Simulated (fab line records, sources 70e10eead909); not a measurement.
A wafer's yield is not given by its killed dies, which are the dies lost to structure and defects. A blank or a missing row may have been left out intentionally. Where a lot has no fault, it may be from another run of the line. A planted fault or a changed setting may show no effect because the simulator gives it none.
fab line records	flow nandHarc
record lots=11	wafers=33	lastDay=33
route steps=1302 shown A_CHANNEL_HOLE_D1@468 A_CHANNEL_FILL_D1@500 END@1302
lots that met no fault: taken from a fault-free run of the same line
startH: hours from the record's opening day to when the first of the lot's shown wafers began	waitH: how many hours have passed since the lot's step before this one	" same as the row above	L1.1+2: several wafers, shown together as one row	- no value, or no start given	* or withheld: withheld	< > ~ a bound
route shown NAME@n: names a module that has steps shown in the file, with the first one's number in the route	usual: average and standard deviation across the fault-free wafers	same: alike in all rows	chamber/n: place in a boat	sites: each site's reading	_std_site: standard deviation across them	_edge_site: outer sites' mean less inner sites'	radiusMm: for every site, how far away it sits from the centre of the wafer	mask NAME#n: copy n	behind: tool/chamber where the wafer was last shaped	hold: reason for holding the lot/hours on hold/outcome of the hold	device: names the non-switching transistor (n, p or np)	end of line: tests run on the same wafers once the route is complete	where a step has no rows: the recipe by itself	killed: at the first sort, the dies lost to defects and structure; wafer yield is something else	map: a wafer's dies, marking killed ones x, the rest . and places with no die _
set.NAME: the setting the step ran with; set.NAME@STEP: the setting that earlier step ran with	model.NAME: the simulator's own value behind a step, which no gauge read
the route's steps for a sample of lots (tables are steps, rows are wafers)
services: the hour from which a tool's chamber was out of use, counted from the record's first day as startH (under 0 if before that day), plus the number of hours and why
## steps
# step NHARC_A_CHANNEL_HOLE_D1_ETCH_34
# recipe targetDepthA=1540	timeS=77	cf4FlowSccm=100	chf3FlowSccm=30	arFlowSccm=0	rfW=500	biasW=200	chemistry=CF4/CHF3
# usual drypumpMotorCurrentA=6.1/0.41	oesProductAu=0.940/0.024	rfVppV=370.4/2.7	showerheadPlenumPTorr=1.57/0.076	throttleValvePct=16.802/0.011
lot.wafer	tool	chamber	startH	waitH	drypumpMotorCurrentA	oesProductAu	rfHoursCounterH	rfVppV	showerheadPlenumPTorr	throttleValvePct
L986.4	rieDiel-11	1	-	-	5.8	0.919	8	367.1	1.48	16.801
L986.3	"	0	"	"	6.6	0.904	7	369.0	1.52	16.816
L986.6	"	2	"	"	6.4	0.939	-	370.7	1.60	16.790
L987.2	rieDiel-11	2	-	-	6.4	0.930	8	372.1	1.60	16.777
L987.1	"	1	"	"	5.8	0.921	9	366.9	1.48	16.799
L987.5	"	2	"	"	6.3	0.942	-	371.4	1.60	16.785
L988.2	rieDiel-11	1	-	-	5.8	0.935	9	366.8	1.48	16.801
L988.3	"	2	"	"	6.4	0.961	9	370.5	1.60	16.807
L988.4	"	0	"	"	6.6	0.948	9	369.4	1.52	16.792
L989.1	rieDiel-11	0	-	-	6.6	0.915	10	369.8	1.52	16.810
L989.3	"	1	"	"	5.8	0.910	10	366.6	1.48	16.793
L989.6	"	0	"	"	6.6	0.919	-	368.8	1.52	16.823
L991.1	rieDiel-02	1	-	-	6.2	0.981	6	371.7	1.59	16.799
L991.2	"	2	"	"	6.1	0.991	6	367.4	1.50	16.799
L991.4	"	0	"	"	6.1	0.954	4	369.5	1.54	16.781
L993.2	rieDiel-11	0	-	-	6.6	0.939	1	369.0	1.52	16.806
L993.3	"	3	"	"	5.7	0.969	1	374.8	1.68	16.797
L993.5	"	1	"	"	5.8	0.986	-	367.9	1.48	16.810
L995.2	rieDiel-11	2	-	-	6.4	0.958	2	373.0	1.60	16.803
L995.3	"	0	"	"	6.6	0.962	2	368.2	1.52	16.787
L995.5	"	3	"	"	5.6	0.970	-	374.5	1.68	16.802
L997.2	rieDiel-11	2	-	-	6.4	0.962	5	371.1	1.60	16.800
L997.1	"	0	"	"	6.6	0.956	5	369.1	1.52	16.805
L997.6	"	0	"	"	6.6	0.943	-	368.4	1.52	16.796
L102.1	rieDiel-11	1	-	-	5.8	0.934	9	366.5	1.48	16.815
L102.5	"	3	"	"	5.7	0.970	-	373.5	1.68	16.807
L102.6	"	0	"	"	6.6	0.932	-	369.2	1.51	16.805
L103.2	rieDiel-11	3	-	-	5.7	0.934	8	373.4	1.68	16.817
L103.5	"	1	"	"	5.8	0.927	-	366.3	1.48	16.808
L103.6	"	2	"	"	6.4	0.923	-	370.4	1.60	16.805
L108.4	rieDiel-02	0	-	-	6.1	0.967	0	368.9	1.53	16.813
L108.3	"	1	"	"	6.3	0.974	0	370.4	1.58	16.790
L108.5	"	3	"	"	5.6	0.973	-	375.4	1.69	16.808
# step NHARC_A_CHANNEL_HOLE_D1_ETCH_16
# recipe targetDepthA=31000	overEtchFrac=0.3	timeS=806	ionEnergyEv=150	o2FlowSccm=400	cosFlowSccm=20	arFlowSccm=0	rfW=500	biasW=300	chemistry=O2/COS
# usual drypumpMotorCurrentA=6.1/0.42	o2FlowSccm=400.0/1.1	oesProductAu=0.997/0.011	rfVppV=314.1/2.3	showerheadPlenumPTorr=3.12/0.15	throttleValvePct=28.331/0.0094
lot.wafer	tool	chamber	startH	waitH	drypumpMotorCurrentA	o2FlowSccm	oesProductAu	rfHoursCounterH	rfVppV	showerheadPlenumPTorr	throttleValvePct
L986.4	rieDiel-11	1	-	-	5.8	400.2	0.992	8	311.2	2.94	28.335
L986.3	"	0	"	"	6.6	398.1	0.985	7	312.5	3.01	28.326
L986.6	"	2	"	"	6.4	398.7	1.015	-	315.7	3.18	28.347
L987.2	rieDiel-11	2	-	-	6.4	399.9	1.008	8	315.4	3.18	28.341
L987.1	"	3	"	"	5.7	400.5	0.997	7	318.2	3.33	28.335
L987.5	"	3	"	"	5.6	399.9	0.995	-	318.6	3.33	28.330
L988.3	rieDiel-11	3	-	-	5.7	399.7	0.991	8	316.7	3.33	28.346
L988.4	"	0	"	"	6.6	401.2	0.982	9	313.6	3.01	28.333
L988.2	"	1	"	"	5.8	399.5	0.979	10	310.6	2.94	28.338
L989.3	rieDiel-11	0	-	-	6.6	401.5	0.972	11	312.0	3.01	28.329
L989.1	"	1	"	"	5.8	400.9	0.977	11	310.6	2.94	28.335
L989.6	"	3	"	"	5.6	400.0	0.994	-	316.0	3.33	28.354
L991.2	rieDiel-02	1	-	-	6.2	399.2	1.010	6	314.0	3.15	28.325
L991.1	"	2	"	"	6.1	398.3	1.012	6	312.7	2.97	28.329
L991.4	"	3	"	"	5.5	401.3	0.996	5	316.6	3.37	28.324
L993.2	rieDiel-11	1	-	-	5.8	398.6	0.999	1	311.7	2.93	28.330
L993.3	"	2	"	"	6.4	400.5	0.993	1	315.1	3.17	28.316
L993.5	"	3	"	"	5.7	398.8	1.001	-	317.9	3.33	28.332
L995.3	rieDiel-11	3	-	-	5.7	401.4	1.021	2	315.6	3.33	28.327
L995.2	"	1	"	"	5.8	400.3	0.998	2	311.4	2.93	28.339
L995.5	"	3	"	"	5.7	400.9	1.005	-	316.2	3.33	28.330
L997.2	rieDiel-11	1	-	-	5.8	402.2	1.007	5	311.0	2.93	28.342
L997.1	"	0	"	"	6.6	398.1	0.983	5	313.1	3.01	28.324
L997.6	"	0	"	"	6.6	399.4	0.985	-	312.3	3.01	28.338
L102.1	rieDiel-11	1	-	-	5.8	398.5	1.005	9	311.5	2.93	28.335
L102.6	"	2	"	"	6.4	400.7	0.997	-	313.7	3.17	28.339
L102.5	"	3	"	"	5.7	399.8	1.013	-	318.1	3.33	28.334
L103.2	rieDiel-11	2	-	-	6.4	401.4	0.983	10	315.2	3.17	28.345
L103.5	"	0	"	"	6.6	400.1	0.991	-	314.0	3.01	28.335
L103.6	"	1	"	"	5.8	399.2	0.997	-	312.0	2.93	28.326
L108.4	rieDiel-02	2	-	-	6.1	400.5	1.017	0	311.3	2.95	28.335
L108.3	"	1	"	"	6.2	400.5	1.019	0	314.2	3.13	28.326
L108.5	"	3	"	"	5.5	400.8	0.990	-	319.8	3.35	28.313
# step NHARC_A_CHANNEL_HOLE_D1_ETCH_23
# recipe biasV=5000	sourceW=withheld	pressureMtorr=20	timeS=819	arFlowSccm=375	c4f8FlowSccm=89.3	o2FlowSccm=35.7	tempC=-20	targetDepthA=16000	chemistry=C4F8/O2/Ar
# usual c4f8FlowSccm=89.25/0.25	drypumpMotorCurrentA=5.5/0.46	o2FlowSccm=35.71/0.11	showerheadPlenumPTorr=3.64/0.12	tempC=-19.98/0.11	throttleValvePct=32.155/0.0084
lot.wafer	tool	chamber	startH	waitH	c4f8FlowSccm	drypumpMotorCurrentA	o2FlowSccm	rfHoursCounterH	showerheadPlenumPTorr	tempC	throttleValvePct
L986.4	harEtch-02	0	189.29	0.5	89.23	5.1	35.64	-	3.76	-20.01	32.156
L986.3	"	1	"	"	89.21	5.4	35.60	-	3.45	-19.87	32.172
L986.6	"	1	"	"	88.68	5.4	35.79	-	3.45	-19.93	32.171
L987.2	harEtch-02	1	205.37	0.5	89.48	5.4	35.78	313	3.45	-20.10	32.169
L987.1	"	0	"	"	89.34	5.1	35.58	313	3.76	-20.25	32.165
L987.5	"	1	"	"	89.65	5.5	35.80	-	3.45	-20.16	32.146
L988.2	harEtch-02	0	213.79	0.5	88.87	5.1	35.65	320	3.75	-19.99	32.164
L988.3	"	1	"	"	89.32	5.4	35.66	-	3.45	-19.85	32.151
L988.4	"	0	"	"	88.60	5.1	35.71	-	3.75	-19.90	32.144
L989.1	harEtch-01	0	223.15	0.5	89.40	5.3	35.87	104	3.73	-20.06	32.167
L989.3	"	1	"	"	89.56	6.3	35.80	-	3.65	-20.15	32.149
L989.6	"	0	"	"	89.61	5.3	35.78	-	3.73	-20.00	32.153
L991.2	harEtch-01	1	246.86	0.5	89.13	6.3	35.67	119	3.64	-20.23	32.160
L991.1	"	0	"	"	89.54	5.3	35.80	119	3.72	-19.94	32.160
L991.4	"	1	"	"	89.03	6.3	35.57	-	3.64	-19.90	32.148
L993.2	harEtch-01	0	272.46	0.5	89.28	5.3	35.68	134	3.71	-20.12	32.164
L993.3	"	0	"	"	89.37	5.3	35.72	-	3.71	-19.98	32.158
L993.5	"	0	"	"	89.33	5.3	35.74	-	3.71	-19.90	32.149
L995.2	harEtch-01	0	283.90	0.5	89.44	5.4	35.66	142	3.71	-20.04	32.157
L995.3	"	0	"	"	89.34	5.4	35.66	-	3.71	-19.93	32.149
L995.5	"	0	"	"	89.25	5.4	35.56	-	3.71	-20.05	32.162
L997.1	harEtch-01	0	307.89	0.5	89.27	5.3	35.64	157	3.70	-20.17	32.176
L997.2	"	1	"	"	89.12	6.3	35.61	157	3.62	-20.00	32.148
L997.6	"	1	"	"	89.01	6.3	35.74	-	3.62	-20.03	32.158
L102.1	harEtch-02	1	354.60	0.5	89.39	5.4	35.66	396	3.41	-20.07	32.157
L102.6	"	0	"	"	88.55	5.0	35.71	-	3.71	-20.03	32.158
L102.5	"	1	"	"	89.12	5.4	35.98	-	3.41	-20.09	32.147
L103.2	harEtch-01	0	367.02	0.5	89.37	5.3	35.64	188	3.68	-19.99	32.147
L103.5	"	1	"	"	88.81	6.3	35.71	-	3.60	-19.70	32.148
L103.6	"	0	"	"	89.24	5.3	35.61	-	3.68	-19.97	32.156
L108.4	harEtch-01	0	406.74	0.5	89.43	5.3	35.82	-	3.66	-20.15	32.162
L108.3	"	1	"	"	89.05	6.3	35.61	-	3.59	-20.06	32.161
L108.5	"	1	"	"	88.93	6.3	35.69	-	3.59	-19.94	32.161
# step NHARC_A_CHANNEL_FILL_D1_ETCHBACK_20
# recipe targetDepthA=270	timeS=13.5	c4f8FlowSccm=withheld	o2FlowSccm=8	arFlowSccm=withheld	rfW=600	biasW=1500	chemistry=C4F8/O2/Ar
# usual oesProductAu=0.97/0.036	rfVppV=976/5.3	runLengthS=34.6/0.42
lot.wafer	tool	chamber	startH	waitH	oesProductAu	rfHoursCounterH	rfVppV	runLengthS
L986.3	rieDiel-04	0	217.76	-	0.99	1.8	974	34.5
L986.4	"	1	"	"	0.99	1.7	988	34.6
L986.6	"	3	"	"	0.99	-	973	34.1
L987.2	rieDiel-12	3	234.57	-	0.92	6.0	981	34.0
L987.1	"	0	"	"	0.90	6.3	972	34.4
L987.5	"	3	"	"	0.92	-	979	34.4
L988.3	rieDiel-06	0	242.08	-	0.91	6.3	970	34.9
L988.2	"	1	"	"	0.91	5.7	971	34.6
L988.4	"	2	"	"	0.92	5.1	975	34.4
L989.3	rieDiel-04	3	257.27	-	1.00	5.2	970	34.2
L989.1	"	2	"	"	1.00	4.2	972	34.5
L989.6	"	0	"	"	1.01	-	975	34.0
L991.4	rieDiel-12	0	277.68	-	0.97	0	975	34.1
L991.1	"	2	"	"	1.01	0	977	34.5
L991.2	"	3	"	"	0.98	0	979	34.0
L993.2	rieDiel-04	1	302.38	-	0.99	8.4	987	35.2
L993.3	"	3	"	"	1.01	8.7	971	34.0
L993.5	"	2	"	"	0.97	-	972	34.6
L995.3	rieDiel-04	3	315.54	-	0.93	8.9	970	34.2
L995.2	"	0	"	"	0.95	9.4	975	33.9
L995.5	"	0	"	"	0.94	-	974	34.4
L997.1	rieDiel-04	3	335.99	-	0.94	10.5	972	34.3
L997.2	"	1	"	"	0.92	9.9	986	35.0
L997.6	"	3	"	"	0.94	-	973	34.4
L102.1	rieDiel-04	2	383.10	-	0.99	1.5	971	34.4
L102.6	"	1	"	"	0.99	-	988	29.6
L102.5	"	2	"	"	0.98	-	973	29.7
L103.2	rieDiel-04	1	396.74	-	1.00	2.2	988	34.7
L103.6	"	1	"	"	0.99	-	987	30.1
L103.5	"	2	"	"	0.98	-	971	29.8
L108.3	rieDiel-06	3	436.05	-	0.92	8.4	980	34.1
L108.4	"	1	"	"	0.92	6.8	971	35.1
L108.5	"	3	"	"	0.94	-	979	34.4
# step NHARC_END_SORT_01
# recipe tempC=25
# usual killedAtArray=58/22	killedAtOther=1.0/1.3	killedAtPeriphery=5/3.4	killedDies=64/22	killedOpen=3.6/1.8	killedShort=2.4/1.7
# same grossDies=677
lot.wafer	tool	chamber	startH	waitH	killedAtArray	killedAtOther	killedAtPeriphery	killedDies	killedOpen	killedShort
L102.1	prober-02	0	723.41	2.5	66	1	11	78	3	1
L102.5	prober-02	0	726.63	3.7	664	0	8	672	8	0
L102.6	prober-02	0	727.44	4.0	663	0	6	669	3	3
L103.2	prober-01	0	750.87	2.8	60	4	4	68	4	3
L103.5	prober-01	0	753.28	3.7	640	0	8	648	4	2
L103.6	prober-01	0	754.09	4.0	657	3	1	661	1	2
# killed by level:class
L102.1 A_CHANNEL_HOLE_D1:chamberFilmFlake=36 A_CHANNEL_HOLE_D2:chamberFilmFlake=17 P_BONDPAD:chamberFilmFlake=5 A_SLIT:chamberFilmFlake=5 P_CONTACT:chamberFilmFlake=3 A_CONTACT:chamberFilmFlake=3 P_CONTACT:geometricParticle:open=1 A_CHANNEL_HOLE_D1:geometricParticle:short=1
L102.5 A_CHANNEL_FILL_D1:areaEtchback=584 A_CHANNEL_HOLE_D1:chamberFilmFlake=32 A_CHANNEL_HOLE_D2:chamberFilmFlake=26 A_CONTACT:chamberFilmFlake=6 P_CONTACT:chamberFilmFlake=4 A_DECK1_JOINT:chamberFilmFlake=3 A_STAIRCASE:chamberFilmFlake=3 A_DECK1_JOINT:geometricParticle:open=2
L102.6 A_CHANNEL_FILL_D1:areaEtchback=599 A_CHANNEL_HOLE_D1:chamberFilmFlake=29 A_CHANNEL_HOLE_D2:chamberFilmFlake=21 P_CONTACT:chamberFilmFlake=3 A_STAIRCASE:chamberFilmFlake=3 A_M0:geometricParticle:open=2 P_BONDPAD:chamberFilmFlake=2 A_CONTACT:chamberFilmFlake=2
L103.2 A_SLIT:chamberFilmFlake=33 A_CHANNEL_HOLE_D1:chamberFilmFlake=14 THIN_TSV:chamberFilmFlake=3 A_WL_FILL:geometricParticle:open=2 P_CONTACT:chamberFilmFlake=2 A_CHANNEL_FILL_D1:chamberFilmFlake=2 A_CONTACT:chamberFilmFlake=2 P_GATE:geometricParticle:open=1
L103.5 A_CHANNEL_FILL_D1:areaEtchback=583 A_SLIT:chamberFilmFlake=33 A_CHANNEL_HOLE_D1:chamberFilmFlake=10 A_STAIRCASE:chamberFilmFlake=3 A_CONTACT:chamberFilmFlake=3 P_CONTACT:geometricParticle:open=2 P_ZERO_WELL:chamberFilmFlake=2 P_CONTACT:chamberFilmFlake=2
L103.6 A_CHANNEL_FILL_D1:areaEtchback=610 A_SLIT:chamberFilmFlake=22 A_CHANNEL_HOLE_D1:chamberFilmFlake=8 A_CONTACT:chamberFilmFlake=5 A_STAIRCASE:chamberFilmFlake=4 THIN_TSV:chamberFilmFlake=3 A_DECK1_JOINT:chamberFilmFlake=2 A_CHANNEL_HOLE_D1:geometricParticle:short=1
## services
tool	chamber	startH	hours	kind
rieDiel-04	-	177.95	9.0	pm
rieDiel-06	0	203.88	3.9	repair
rieDiel-12	0	204.48	8.7	repair
rieDiel-11	1	204.80	1.7	repair
rieDiel-12	3	207.09	8.4	repair
rieDiel-02	1	214.91	6.9	repair
rieDiel-02	-	216.71	9.0	pm
rieDiel-04	1	219.43	3.5	repair
rieDiel-11	2	232.07	3.9	repair
rieDiel-04	2	239.90	5.7	repair
rieDiel-11	-	255.50	9.0	pm
rieDiel-04	-	274.12	0.3	repair
rieDiel-04	2	277.92	17.3	repair
rieDiel-11	3	297.73	8.3	repair
rieDiel-04	1	312.79	13.2	repair
rieDiel-04	0	323.35	6.4	repair
rieDiel-11	2	353.76	6.2	repair
rieDiel-04	-	354.95	9.0	pm
harEtch-02	-	379.22	17.0	pm
rieDiel-11	0	381.66	5.1	repair
rieDiel-02	-	393.71	9.0	pm
rieDiel-11	-	397.67	0.7	repair
harEtch-01	-	423.95	7.3	repair
rieDiel-11	-	432.50	9.0	pm
## key
firstSign step=NHARC_A_CHANNEL_FILL_D1_ETCHBACK_20	reading=runLengthS	direction=down	sigmas=11	usual=*	struck=*
effect step=NHARC_END_SORT_01	reading=killedAtArray	direction=up	sigmas=28	usual=58	struck=656
moreKillsBornAt NHARC_A_CHANNEL_FILL_D1_ETCHBACK_20@rieDiel-04=2376
metAt NHARC_A_CHANNEL_FILL_D1_ETCHBACK_20
struckLots L102,L103
struckWafers L102.5,L102.6,L103.5,L103.6
laterRowsLeftOut L102.5,L102.6,L103.5,L103.6
testerLeftOut L102,L103
notActingAt NHARC_A_CHANNEL_HOLE_D1_ETCH_34,NHARC_A_CHANNEL_HOLE_D1_ETCH_16,NHARC_A_CHANNEL_HOLE_D1_ETCH_23
onsetBetween 335.99 383.10
fault kind=processParameterDrift	tool=rieDiel-04	chamber=-	onsetH=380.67	steps=NHARC_A_CHANNEL_FILL_D1_ETCHBACK_20	channel=timeS	offset=*	shape=step	endH=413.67	scope=struckWafersOnly	actsIn=*	stated=*
# testerLeftOut: of these lots the tester's yield and bins aren't shown, on N5 and GAA mostly nor the transistor test; their killed dies are dies lost to structure and defects alone, not to doping, threshold or leakage, so they don't give the yield
# laterRowsLeftOut: the simulator's readings of these wafers behind a module that went badly wrong aren't trusted and aren't shown, but for the sort
